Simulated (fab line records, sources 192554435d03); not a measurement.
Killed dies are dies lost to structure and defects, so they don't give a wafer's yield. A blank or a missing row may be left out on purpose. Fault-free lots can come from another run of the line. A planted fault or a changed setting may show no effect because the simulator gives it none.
fab line records    flow n5_finfet
[record] lots = 24  wafers = 72  last_day = 18
route steps=1938 shown MOL_CONTACT_COAG@543
lots that met no fault: from a run of the same line without faults
start_h: start of the lot's first displayed wafer, in hours after the record's first day    wait_h: hours from the lot's prior step to this one    " repeats the value in the row above    L1.1+2: a row that stands for several wafers    - either no value or no given start    * or withheld: withheld    < > ~ a bound
route shown NAME@n: a module of which the file shows steps, and the number in the route of the first    usual: mean/standard deviation taken from wafers without a fault    same: alike in all rows    chamber/n: place in a boat    sites: per-site readings    _std_site: the values' standard deviation    _edge_site: mean of outer sites minus mean of inner sites    radius_mm: for every site, how far away it sits from the centre of the wafer    mask NAME#n: copy n    behind: the most recent tool/chamber to have shaped the wafer    hold: why the lot went on hold/how many hours it stayed there/how the hold came to an end    device: the n, p or np transistor that did not switch    end of line: tests run on the same wafers once the route is complete    a step given without rows: its recipe and nothing more    killed: count of dies lost to structure and defects at first sort (not the wafer's yield)    map: a wafer's dies, x killed, . not, _ none there
set.NAME: the run value of the setting; set.NAME@STEP: its run value at that earlier step    model.NAME: the simulator's own value behind a step, which no gauge read
a sample of lots followed through the steps of the route, with each step as a table and each wafer as a row
services: when a tool's chamber went out of use (start_h, in hours from the record's first day, below 0 if earlier), for how many hours, and the reason
[[steps]]
[step N5_MOL_CONTACT_COAG_TI_SIL_19]
[recipe] material = Ti  target_thk_a = 42  temp_c = 200  chamber_pressure_pa = 5  power_w = 5000  time_s = 15
[usual] susceptor_temp_C = 199.98/0.13  throttle_valve_pct = 30.0/1.2
lot.wafer  tool            chamber  start_h  wait_h  susceptor_temp_C  throttle_valve_pct
L074.3     pvd_sputter-01  -        91.16    0.1     200.10            29.2
L074.4     "               -        "        "       199.99            29.3
L074.6     "               -        "        "       200.11            29.4
L075.1     pvd_sputter-03  -        100.82   0.5     199.90            30.2
L075.2     "               -        "        "       200.04            29.4
L075.4     "               -        "        "       200.04            30.2
L076.2     pvd_sputter-03  -        107.33   0.3     200.02            30.3
L076.3     "               -        "        "       200.07            30.2
L076.5     "               -        "        "       199.95            30.1
L077.1     pvd_sputter-02  -        112.76   0.2     199.91            28.7
L077.3     "               -        "        "       200.07            31.0
L077.5     "               -        "        "       200.08            32.6
L078.1     pvd_sputter-01  -        116.40   0.2     199.96            29.3
L078.3     "               -        "        "       200.12            29.5
L078.6     "               -        "        "       200.10            30.0
L079.3     pvd_sputter-03  -        128.05   0.4     199.92            30.4
L079.4     "               -        "        "       199.71            30.9
L079.5     "               -        "        "       199.97            30.0
L081.2     pvd_sputter-01  -        131.37   1.9     199.87            30.0
L081.4     "               -        "        "       199.87            29.7
L081.6     "               -        "        "       199.71            29.1
L080.1     pvd_sputter-01  -        132.05   0.2     199.97            30.3
L080.3     "               -        "        "       199.97            29.5
L080.5     "               -        "        "       199.96            30.2
L082.3     pvd_sputter-02  -        141.29   0.1     200.07            30.8
L082.5     "               -        "        "       200.07            33.0
L082.6     "               -        "        "       200.16            28.8
L083.2     pvd_sputter-01  -        149.34   0.2     200.00            29.5
L083.4     "               -        "        "       199.94            30.1
L083.6     "               -        "        "       200.16            29.3
L084.1     pvd_sputter-02  -        155.99   0.2     199.96            28.2
L084.4     "               -        "        "       200.01            28.5
L084.6     "               -        "        "       200.03            32.7
L085.2     pvd_sputter-02  -        156.09   0.2     199.96            32.7
L085.3     "               -        "        "       200.02            28.1
L085.6     "               -        "        "       199.83            28.3
L086.2     pvd_sputter-02  -        166.36   0.2     200.21            32.7
L086.5     "               -        "        "       199.93            32.5
L086.6     "               -        "        "       199.89            28.7
L087.1     pvd_sputter-01  -        172.79   0.2     200.13            29.5
L087.2     "               -        "        "       200.09            30.2
L087.6     "               -        "        "       200.20            29.5
L088.4     pvd_sputter-01  -        176.71   0.1     199.90            30.3
L088.5     "               -        "        "       199.77            30.1
L088.6     "               -        "        "       199.81            29.5
L089.3     pvd_sputter-01  -        179.47   0.2     199.97            29.2
L089.4     "               -        "        "       199.85            29.9
L089.5     "               -        "        "       199.77            30.1
L090.2     pvd_sputter-02  -        187.72   0.3     200.28            28.4
L090.3     "               -        "        "       200.03            28.7
L090.4     "               -        "        "       199.96            30.9
L091.1     pvd_sputter-03  -        194.46   0.4     200.07            30.3
L091.2     "               -        "        "       199.81            31.3
L091.4     "               -        "        "       200.02            30.1
L092.3     pvd_sputter-01  -        195.80   0.2     200.08            29.1
L092.5     "               -        "        "       199.73            29.8
L092.6     "               -        "        "       200.06            29.3
L093.1     pvd_sputter-03  -        203.82   0.2     199.99            30.6
L093.3     "               -        "        "       200.15            29.3
L093.4     "               -        "        "       199.81            31.0
L094.1     pvd_sputter-03  -        212.77   0.3     199.90            30.3
L094.3     "               -        "        "       199.72            31.2
L094.4     "               -        "        "       199.87            30.5
L095.2     pvd_sputter-03  -        215.59   0.1     200.13            29.9
L095.3     "               -        "        "       199.88            30.1
L095.4     "               -        "        "       199.84            31.1
L096.2     pvd_sputter-01  -        223.66   0.6     199.90            29.8
L096.3     "               -        "        "       199.98            30.0
L096.4     "               -        "        "       200.00            29.4
L097.2     pvd_sputter-02  -        225.73   0.1     199.72            28.8
L097.4     "               -        "        "       199.90            28.2
L097.5     "               -        "        "       200.05            32.5
[step N5_MOL_CONTACT_COAG_PRE_CLEAN_141]
[recipe] gas = H2/He  time_s = 60  temp_c = 300
[usual] heater_power_w = 483/31  susceptor_temp_C = 299.98/0.2
lot.wafer  tool            chamber  start_h  wait_h  heater_power_w  susceptor_temp_C
L074.3     pvd_sputter-03  -        92.84    1.1     529             299.90
L074.4     "               -        "        "       482             300.25
L074.6     "               -        "        "       523             300.06
L075.1     pvd_sputter-03  -        101.76   0.4     510             299.89
L075.2     "               -        "        "       458             300.29
L075.4     "               -        "        "       514             299.96
L076.2     pvd_sputter-02  -        109.08   1.2     436             300.26
L076.3     "               -        "        "       476             299.96
L076.5     "               -        "        "       447             300.00
L077.1     pvd_sputter-01  -        113.64   0.4     488             300.01
L077.3     "               -        "        "       440             300.19
L077.5     "               -        "        "       431             300.09
L078.1     pvd_sputter-01  -        117.20   0.3     486             299.99
L078.3     "               -        "        "       467             300.33
L078.6     "               -        "        "       464             300.09
L079.3     pvd_sputter-01  -        131.57   2.9     458             299.69
L079.4     "               -        "        "       434             299.69
L079.5     "               -        "        "       443             299.92
L081.2     pvd_sputter-02  -        132.38   0.5     448             299.66
L081.4     "               -        "        "       495             299.93
L081.6     "               -        "        "       448             299.90
L080.1     pvd_sputter-02  -        133.15   0.6     507             300.32
L080.3     "               -        "        "       534             300.13
L080.5     "               -        "        "       532             299.76
L082.3     pvd_sputter-01  -        142.48   0.6     480             299.63
L082.5     "               -        "        "       491             299.87
L082.6     "               -        "        "       472             299.89
L083.2     pvd_sputter-01  -        150.66   0.8     478             299.91
L083.4     "               -        "        "       433             299.82
L083.6     "               -        "        "       484             300.07
L084.1     pvd_sputter-02  -        156.78   0.3     486             299.97
L084.4     "               -        "        "       467             299.83
L084.6     "               -        "        "       537             299.93
L085.2     pvd_sputter-02  -        157.62   0.9     494             299.94
L085.3     "               -        "        "       530             299.61
L085.6     "               -        "        "       475             299.52
L086.2     pvd_sputter-03  -        167.70   0.6     518             300.05
L086.5     "               -        "        "       517             300.20
L086.6     "               -        "        "       518             300.22
L087.1     pvd_sputter-01  -        176.25   2.7     482             300.23
L087.2     "               -        "        "       432             299.94
L087.6     "               -        "        "       447             299.95
L088.4     pvd_sputter-03  -        179.36   1.1     461             300.04
L088.5     "               -        "        "       474             300.24
L088.6     "               -        "        "       517             300.04
L089.3     pvd_sputter-03  -        182.90   2.8     516             300.06
L089.4     "               -        "        "       444             299.90
L089.5     "               -        "        "       528             299.96
L090.2     pvd_sputter-02  -        189.00   0.7     527             299.97
L090.3     "               -        "        "       488             300.13
L090.4     "               -        "        "       453             300.16
L091.1     pvd_sputter-02  -        195.92   0.9     528             300.01
L091.2     "               -        "        "       445             299.91
L091.4     "               -        "        "       478             300.04
L092.3     pvd_sputter-02  -        196.86   0.4     529             300.24
L092.5     "               -        "        "       523             300.02
L092.6     "               -        "        "       444             299.85
L093.1     pvd_sputter-02  -        205.12   0.8     502             299.71
L093.3     "               -        "        "       545             300.12
L093.4     "               -        "        "       489             300.10
L094.1     pvd_sputter-01  -        214.87   1.6     471             299.95
L094.3     "               -        "        "       482             299.88
L094.4     "               -        "        "       458             300.25
L095.2     pvd_sputter-02  -        217.92   1.8     503             299.83
L095.3     "               -        "        "       538             299.69
L095.4     "               -        "        "       477             300.16
L096.2     pvd_sputter-02  -        226.13   1.8     496             300.05
L096.3     "               -        "        "       459             300.43
L096.4     "               -        "        "       536             300.11
L097.2     pvd_sputter-02  -        227.51   1.2     470             300.00
L097.4     "               -        "        "       443             299.56
L097.5     "               -        "        "       517             300.31
[step N5_MOL_CONTACT_COAG_SPUTTER_143]
[recipe] material = Co  target_thk_a = 25  temp_c = 25  chamber_pressure_pa = 0.2
[usual] susceptor_temp_C = 24.99/0.11  throttle_valve_pct = 30.0/1.4
lot.wafer  tool            chamber  start_h  wait_h  susceptor_temp_C  throttle_valve_pct
L074.3     pvd_sputter-03  -        92.90    0.0     25.04             30.3
L074.4     "               -        "        "       24.88             30.8
L074.6     "               -        "        "       25.17             30.1
L075.1     pvd_sputter-03  -        101.82   0.0     25.08             29.0
L075.2     "               -        "        "       24.98             31.2
L075.4     "               -        "        "       24.84             30.2
L076.2     pvd_sputter-02  -        109.14   0.0     24.94             31.1
L076.3     "               -        "        "       25.21             28.6
L076.5     "               -        "        "       24.88             30.9
L077.1     pvd_sputter-01  -        113.70   0.0     25.14             29.4
L077.3     "               -        "        "       24.93             30.1
L077.5     "               -        "        "       24.97             30.0
L078.1     pvd_sputter-01  -        117.26   0.0     25.05             29.5
L078.3     "               -        "        "       24.94             30.3
L078.6     "               -        "        "       24.82             29.7
L079.3     pvd_sputter-01  -        131.63   0.0     25.06             29.2
L079.4     "               -        "        "       25.16             30.2
L079.5     "               -        "        "       25.15             30.3
L081.2     pvd_sputter-02  -        132.44   0.0     25.05             30.7
L081.4     "               -        "        "       24.95             28.3
L081.6     "               -        "        "       25.13             31.1
L080.1     pvd_sputter-02  -        133.21   0.0     24.95             28.3
L080.3     "               -        "        "       25.00             32.9
L080.5     "               -        "        "       25.05             32.7
L082.3     pvd_sputter-01  -        142.54   0.0     24.93             30.2
L082.5     "               -        "        "       25.05             29.2
L082.6     "               -        "        "       24.81             30.2
L083.2     pvd_sputter-01  -        150.72   0.0     24.87             29.5
L083.4     "               -        "        "       24.97             30.4
L083.6     "               -        "        "       25.01             30.1
L084.1     pvd_sputter-02  -        156.84   0.0     25.04             29.0
L084.4     "               -        "        "       24.86             28.6
L084.6     "               -        "        "       24.85             32.8
L085.2     pvd_sputter-02  -        157.68   0.0     24.94             27.9
L085.3     "               -        "        "       25.14             32.6
L085.6     "               -        "        "       24.98             28.5
L086.2     pvd_sputter-03  -        167.76   0.0     25.04             30.2
L086.5     "               -        "        "       25.01             29.0
L086.6     "               -        "        "       24.81             30.2
L087.1     pvd_sputter-01  -        176.31   0.0     24.86             29.8
L087.2     "               -        "        "       25.12             30.2
L087.6     "               -        "        "       24.93             29.2
L088.4     pvd_sputter-03  -        179.42   0.0     24.91             31.3
L088.5     "               -        "        "       24.94             31.3
L088.6     "               -        "        "       25.07             30.4
L089.3     pvd_sputter-03  -        182.96   0.0     24.88             29.1
L089.4     "               -        "        "       24.87             30.3
L089.5     "               -        "        "       24.86             30.1
L090.2     pvd_sputter-02  -        189.06   0.0     24.91             32.8
L090.3     "               -        "        "       24.98             28.7
L090.4     "               -        "        "       25.03             31.2
L091.1     pvd_sputter-02  -        195.98   0.0     24.99             32.7
L091.2     "               -        "        "       25.17             30.9
L091.4     "               -        "        "       25.20             29.1
L092.3     pvd_sputter-02  -        196.92   0.0     25.00             32.5
L092.5     "               -        "        "       24.97             32.5
L092.6     "               -        "        "       25.03             30.7
L093.1     pvd_sputter-02  -        205.18   0.0     24.94             27.9
L093.3     "               -        "        "       25.16             32.9
L093.4     "               -        "        "       24.96             28.6
L094.1     pvd_sputter-01  -        214.93   0.0     25.16             29.5
L094.3     "               -        "        "       24.98             30.0
L094.4     "               -        "        "       25.05             29.3
L095.2     pvd_sputter-02  -        217.98   0.0     24.95             28.3
L095.3     "               -        "        "       24.86             32.5
L095.4     "               -        "        "       24.97             28.7
L096.2     pvd_sputter-02  -        226.19   0.0     24.77             28.4
L096.3     "               -        "        "       25.11             31.2
L096.4     "               -        "        "       25.00             32.6
L097.2     pvd_sputter-02  -        227.57   0.0     24.78             28.9
L097.4     "               -        "        "       24.94             31.1
L097.5     "               -        "        "       24.99             32.6
[step N5_MOL_CONTACT_COAG_INSPECT_57]
[recipe] mode = adi  inspect_instrument = brightfield
[usual] raw_defect_count = 198/52
lot.wafer  tool               chamber  start_h  wait_h  raw_defect_count
L074.3     defect_inspect-01  -        105.33   0.0     157
L074.4     "                  -        "        "       160
L074.6     "                  -        "        "       170
L075.1     defect_inspect-02  -        108.56   0.1     250
L075.2     "                  -        "        "       203
L075.4     "                  -        "        "       250
L076.2     defect_inspect-01  -        116.74   0.0     186
L076.3     "                  -        "        "       200
L076.5     "                  -        "        "       276
L077.1     defect_inspect-01  -        120.66   0.1     146
L077.3     "                  -        "        "       132
L077.5     "                  -        "        "       102
L078.1     defect_inspect-02  -        126.28   0.1     183
L078.3     "                  -        "        "       176
L078.6     "                  -        "        "       231
L079.3     defect_inspect-01  -        137.32   0.0     148
L079.4     "                  -        "        "       196
L079.5     "                  -        "        "       173
L081.2     defect_inspect-01  -        139.93   0.0     192
L081.4     "                  -        "        "       170
L081.6     "                  -        "        "       193
L080.1     defect_inspect-01  -        140.42   0.1     224
L080.3     "                  -        "        "       249
L080.5     "                  -        "        "       223
L082.3     defect_inspect-02  -        148.89   0.0     181
L082.5     "                  -        "        "       160
L082.6     "                  -        "        "       169
L083.2     defect_inspect-02  -        156.89   0.0     185
L083.4     "                  -        "        "       150
L083.6     "                  -        "        "       158
L084.1     defect_inspect-01  -        162.82   0.1     192
L084.4     "                  -        "        "       219
L084.6     "                  -        "        "       237
L085.2     defect_inspect-01  -        164.36   0.0     202
L085.3     "                  -        "        "       240
L085.6     "                  -        "        "       264
L086.2     defect_inspect-01  -        174.58   0.0     299
L086.5     "                  -        "        "       341
L086.6     "                  -        "        "       323
L087.1     defect_inspect-02  -        183.08   0.1     192
L087.2     "                  -        "        "       270
L087.6     "                  -        "        "       204
L088.4     defect_inspect-02  -        187.09   0.0     192
L088.5     "                  -        "        "       201
L088.6     "                  -        "        "       162
L089.3     defect_inspect-02  -        191.80   0.0     121
L089.4     "                  -        "        "       199
L089.5     "                  -        "        "       141
L090.2     defect_inspect-01  -        197.39   0.0     181
L090.3     "                  -        "        "       170
L090.4     "                  -        "        "       174
L091.1     defect_inspect-02  -        203.29   0.1     212
L091.2     "                  -        "        "       222
L091.4     "                  -        "        "       287
L092.3     defect_inspect-01  -        204.62   0.0     253
L092.5     "                  -        "        "       183
L092.6     "                  -        "        "       253
L093.1     defect_inspect-02  -        215.23   0.1     159
L093.3     "                  -        "        "       141
L093.4     "                  -        "        "       180
L094.1     defect_inspect-02  -        222.65   0.1     175
L094.3     "                  -        "        "       148
L094.4     "                  -        "        "       140
L095.2     defect_inspect-02  -        225.95   0.0     217
L095.3     "                  -        "        "       179
L095.4     "                  -        "        "       191
L096.2     defect_inspect-02  -        231.79   0.0     165
L096.3     "                  -        "        "       184
L096.4     "                  -        "        "       153
L097.2     defect_inspect-01  -        234.66   0.0     342
L097.4     "                  -        "        "       369
L097.5     "                  -        "        "       219
[step N5_MOL_CONTACT_COAG_DESCUM_88]
[recipe] chemistry = O2  time_s = 7  source_power_w = 50  bias_power_w = 20  pressure_mtorr = 20  rf_frequency_hz = 2.712e+07  temp_c = 40  resist = CAR-EUV  o2_flow_sccm = 225
[usual] drypump_motor_current_A = 5.8/0.47  oes_product_au = 0.83/0.084  rf_vpp_V = 242.9/1.3  showerhead_plenum_p_Torr = 2.07/0.066  throttle_valve_pct = 20.33/0.19
lot.wafer  tool         chamber  start_h  wait_h  drypump_motor_current_A  oes_product_au  rf_hours_counter_h  rf_vpp_V  showerhead_plenum_p_Torr  throttle_valve_pct
L074.3     rie_diel-04  1        105.76   0.4     5.3                      0.87            45                  244.2     2.22                      20.48
L074.4     "            3        "        "       5.8                      0.97            1                   242.3     2.14                      20.23
L074.6     "            0        "        "       6.6                      0.72            -                   242.0     2.00                      20.33
L075.1     rie_diel-06  3        108.60   0.0     5.4                      0.89            15                  241.8     2.05                      19.87
L075.2     "            2        "        "       5.8                      0.69            239                 242.8     2.06                      20.50
L075.4     "            2        "        "       5.8                      0.70            -                   243.6     2.06                      20.49
L076.2     rie_diel-05  3        116.77   0.0     6.6                      0.78            125                 243.7     2.09                      20.37
L076.3     "            2        "        "       5.1                      0.68            243                 242.3     2.07                      20.49
L076.5     "            2        "        "       5.1                      0.66            -                   241.8     2.07                      20.50
L077.1     rie_diel-04  1        120.69   0.0     5.3                      0.86            49                  245.2     2.22                      20.47
L077.3     "            3        "        "       5.9                      0.94            6                   244.0     2.14                      20.23
L077.5     "            0        "        "       6.7                      0.72            -                   241.8     2.00                      20.33
L078.1     rie_diel-06  0        126.90   0.6     5.3                      0.86            63                  246.2     2.21                      20.47
L078.3     "            1        "        "       6.0                      0.73            176                 241.7     2.00                      20.30
L078.6     "            0        "        "       5.3                      0.84            -                   245.1     2.21                      20.47
L079.3     rie_diel-05  0        137.36   0.0     6.1                      0.97            2                   241.5     2.05                      20.41
L079.4     "            3        "        "       6.6                      0.77            -                   244.3     2.09                      20.38
L079.5     "            0        "        "       6.0                      0.97            -                   243.3     2.05                      20.41
L081.2     rie_diel-06  3        140.46   0.5     5.4                      0.88            26                  242.0     2.04                      19.88
L081.4     "            1        "        "       6.0                      0.72            -                   240.7     1.99                      20.32
L081.6     "            3        "        "       5.4                      0.87            -                   241.7     2.04                      19.89
L080.1     rie_diel-05  0        140.72   0.3     6.0                      0.95            4                   241.1     2.05                      20.41
L080.3     "            1        "        "       5.9                      0.90            33                  241.7     2.05                      20.37
L080.5     "            0        "        "       6.1                      0.96            -                   242.7     2.05                      20.41
L082.3     rie_diel-06  3        148.93   0.0     5.5                      0.87            30                  242.2     2.04                      19.90
L082.5     "            0        "        "       5.3                      0.84            -                   245.3     2.21                      20.50
L082.6     "            1        "        "       6.0                      0.73            -                   242.1     1.99                      20.31
L083.2     rie_diel-06  2        156.93   0.0     5.7                      0.95            1                   241.8     2.06                      20.19
L083.4     "            3        "        "       5.5                      0.86            33                  243.1     2.04                      19.90
L083.6     "            3        "        "       5.4                      0.86            -                   241.7     2.04                      19.88
L084.1     rie_diel-05  3        163.23   0.4     6.7                      0.75            145                 243.8     2.09                      20.40
L084.4     "            2        "        "       5.1                      0.94            5                   243.6     2.06                      20.14
L084.6     "            3        "        "       6.7                      0.75            -                   242.9     2.09                      20.39
L085.2     rie_diel-04  3        164.73   0.4     5.8                      0.89            18                  244.1     2.14                      20.25
L085.3     "            1        "        "       5.3                      0.83            66                  247.1     2.22                      20.48
L085.6     "            0        "        "       6.6                      0.70            -                   241.4     1.99                      20.34
L086.2     rie_diel-04  3        174.61   0.0     5.8                      0.90            21                  244.5     2.13                      20.26
L086.5     "            0        "        "       6.6                      0.69            -                   242.9     1.99                      20.37
L086.6     "            3        "        "       5.8                      0.90            -                   244.7     2.13                      20.26
L087.1     rie_diel-05  2        183.11   0.0     5.1                      0.93            12                  240.9     2.06                      20.15
L087.2     "            1        "        "       5.9                      0.87            50                  242.1     2.04                      20.41
L087.6     "            0        "        "       6.1                      0.91            -                   243.6     2.05                      20.45
L088.4     rie_diel-06  3        187.12   0.0     5.5                      0.85            43                  243.0     2.04                      19.89
L088.5     "            1        "        "       6.0                      0.72            -                   241.1     1.99                      20.33
L088.6     "            0        "        "       5.3                      0.83            -                   243.6     2.21                      20.50
L089.3     rie_diel-06  3        191.84   0.0     5.4                      0.85            44                  242.3     2.04                      19.92
L089.4     "            1        "        "       6.0                      0.72            201                 241.2     1.99                      20.36
L089.5     "            3        "        "       5.4                      0.85            -                   243.0     2.04                      19.90
L090.2     rie_diel-06  2        197.42   0.0     5.8                      0.91            12                  242.4     2.05                      20.21
L090.3     "            1        "        "       6.0                      0.72            203                 240.9     1.99                      20.34
L090.4     "            3        "        "       5.4                      0.85            47                  241.1     2.03                      19.91
L091.1     rie_diel-06  0        203.40   0.1     5.4                      0.82            92                  244.6     2.20                      20.50
L091.2     "            3        "        "       5.4                      0.83            49                  244.0     2.03                      19.91
L091.4     "            1        "        "       6.0                      0.71            205                 242.3     1.99                      20.35
L092.3     rie_diel-05  1        204.74   0.1     5.9                      0.87            59                  242.4     2.04                      20.42
L092.5     "            1        "        "       5.9                      0.87            -                   244.1     2.04                      20.41
L092.6     "            0        "        "       6.1                      0.89            -                   241.8     2.04                      20.46
L093.1     rie_diel-05  1        215.26   0.0     5.9                      0.86            61                  242.5     2.04                      20.42
L093.3     "            0        "        "       6.0                      0.88            32                  241.6     2.04                      20.44
L093.4     "            2        "        "       5.1                      0.89            22                  242.3     2.06                      20.16
L094.1     rie_diel-05  3        222.70   0.0     6.7                      0.74            165                 242.9     2.08                      20.43
L094.3     "            0        "        "       6.1                      0.88            35                  241.3     2.04                      20.46
L094.4     "            1        "        "       5.9                      0.85            64                  242.5     2.04                      20.42
L095.2     rie_diel-05  3        226.07   0.1     6.6                      0.74            167                 242.7     2.08                      20.43
L095.3     "            0        "        "       6.0                      0.87            36                  243.3     2.04                      20.47
L095.4     "            2        "        "       5.1                      0.89            26                  241.6     2.05                      20.15
L096.2     rie_diel-05  0        231.83   0.0     6.0                      0.86            37                  241.9     2.04                      20.48
L096.3     "            3        "        "       6.6                      0.74            168                 243.1     2.08                      20.43
L096.4     "            1        "        "       5.9                      0.85            67                  241.8     2.04                      20.43
L097.2     rie_diel-06  1        234.94   0.3     6.0                      0.71            215                 242.4     1.98                      20.35
L097.4     "            0        "        "       5.4                      0.82            102                 243.8     2.20                      20.55
L097.5     "            1        "        "       6.0                      0.70            -                   241.5     1.98                      20.36
[step N5_MOL_CONTACT_COAG_CD_MEAS_137]
[recipe] target_cd_nm = 16
[usual] cd_nm = 15.97/0.29
lot.wafer  tool       chamber  start_h  wait_h  cd_nm
L074.3     cd_sem-02  -        106.62   0.0     16.16
L074.4     "          -        "        "       15.91
L074.6     "          -        "        "       15.78
L075.1     cd_sem-01  -        109.95   0.0     15.85
L075.2     "          -        "        "       15.77
L075.4     "          -        "        "       16.27
L076.2     cd_sem-03  -        117.79   0.0     16.27
L076.3     "          -        "        "       16.23
L076.5     "          -        "        "       16.75
L077.1     cd_sem-01  -        121.49   0.0     15.93
L077.3     "          -        "        "       15.97
L077.5     "          -        "        "       16.07
L078.1     cd_sem-02  -        127.73   0.0     15.58
L078.3     "          -        "        "       15.64
L078.6     "          -        "        "       15.79
L079.3     cd_sem-01  -        138.56   0.0     16.40
L079.4     "          -        "        "       16.30
L079.5     "          -        "        "       15.91
L081.2     cd_sem-02  -        141.27   0.0     15.78
L081.4     "          -        "        "       15.73
L081.6     "          -        "        "       15.51
L080.1     cd_sem-01  -        141.65   0.0     16.15
L080.3     "          -        "        "       16.11
L080.5     "          -        "        "       16.15
L082.3     cd_sem-03  -        149.75   0.0     16.09
L082.5     "          -        "        "       16.40
L082.6     "          -        "        "       16.52
L083.2     cd_sem-02  -        157.93   0.0     15.97
L083.4     "          -        "        "       16.55
L083.6     "          -        "        "       16.18
L084.1     cd_sem-03  -        164.13   0.0     15.79
L084.4     "          -        "        "       15.93
L084.6     "          -        "        "       16.60
L085.2     cd_sem-03  -        165.54   0.0     15.66
L085.3     "          -        "        "       15.82
L085.6     "          -        "        "       15.31
L086.2     cd_sem-02  -        175.44   0.0     16.36
L086.5     "          -        "        "       16.09
L086.6     "          -        "        "       16.13
L087.1     cd_sem-02  -        183.92   0.0     15.70
L087.2     "          -        "        "       16.20
L087.6     "          -        "        "       15.38
L088.4     cd_sem-01  -        188.27   0.0     15.58
L088.5     "          -        "        "       16.18
L088.6     "          -        "        "       15.60
L089.3     cd_sem-03  -        192.75   0.0     15.65
L089.4     "          -        "        "       15.93
L089.5     "          -        "        "       16.26
L090.2     cd_sem-03  -        198.23   0.0     15.75
L090.3     "          -        "        "       15.85
L090.4     "          -        "        "       15.43
L091.1     cd_sem-01  -        204.40   0.0     16.24
L091.2     "          -        "        "       15.94
L091.4     "          -        "        "       15.60
L092.3     cd_sem-01  -        205.86   0.0     15.95
L092.5     "          -        "        "       16.29
L092.6     "          -        "        "       16.13
L093.1     cd_sem-01  -        216.19   0.0     15.95
L093.3     "          -        "        "       15.99
L093.4     "          -        "        "       15.77
L094.1     cd_sem-02  -        223.51   0.0     16.37
L094.3     "          -        "        "       15.75
L094.4     "          -        "        "       16.41
L095.2     cd_sem-03  -        226.93   0.0     16.09
L095.3     "          -        "        "       15.96
L095.4     "          -        "        "       16.04
L096.2     cd_sem-01  -        232.64   0.0     16.04
L096.3     "          -        "        "       16.01
L096.4     "          -        "        "       15.79
L097.2     cd_sem-02  -        235.75   0.0     15.67
L097.4     "          -        "        "       16.11
L097.5     "          -        "        "       15.74
[[services]]
tool            chamber  start_h  hours  kind
rie_diel-05     -        74.63    28.1   pm
rie_diel-04     1        78.33    10.2   repair
pvd_sputter-01  -        79.21    2.8    repair
pvd_sputter-03  -        88.59    4.1    repair
rie_diel-04     3        88.69    -      clean
rie_diel-06     0        103.79   6.8    repair
rie_diel-05     0        117.17   -      clean
rie_diel-05     0        117.17   -      consumable_replace:focus_ring
rie_diel-05     0        117.17   13.4   scheduled_down
rie_diel-05     0        117.17   13.4   vent_cycle
rie_diel-04     0        122.85   9.1    repair
rie_diel-05     2        134.40   -      clean
rie_diel-05     2        134.40   -      consumable_replace:focus_ring
rie_diel-05     2        134.40   17.5   scheduled_down
rie_diel-05     2        134.40   17.5   vent_cycle
rie_diel-04     3        134.61   8.3    repair
rie_diel-06     2        140.26   -      clean
rie_diel-06     2        140.26   -      consumable_replace:focus_ring
rie_diel-06     2        140.26   12.2   scheduled_down
rie_diel-06     2        140.26   12.2   vent_cycle
rie_diel-06     2        170.36   8.9    repair
rie_diel-06     3        172.60   2.8    repair
rie_diel-04     3        224.03   4.5    repair
rie_diel-06     -        225.76   0.7    repair
[[key]]
fault none
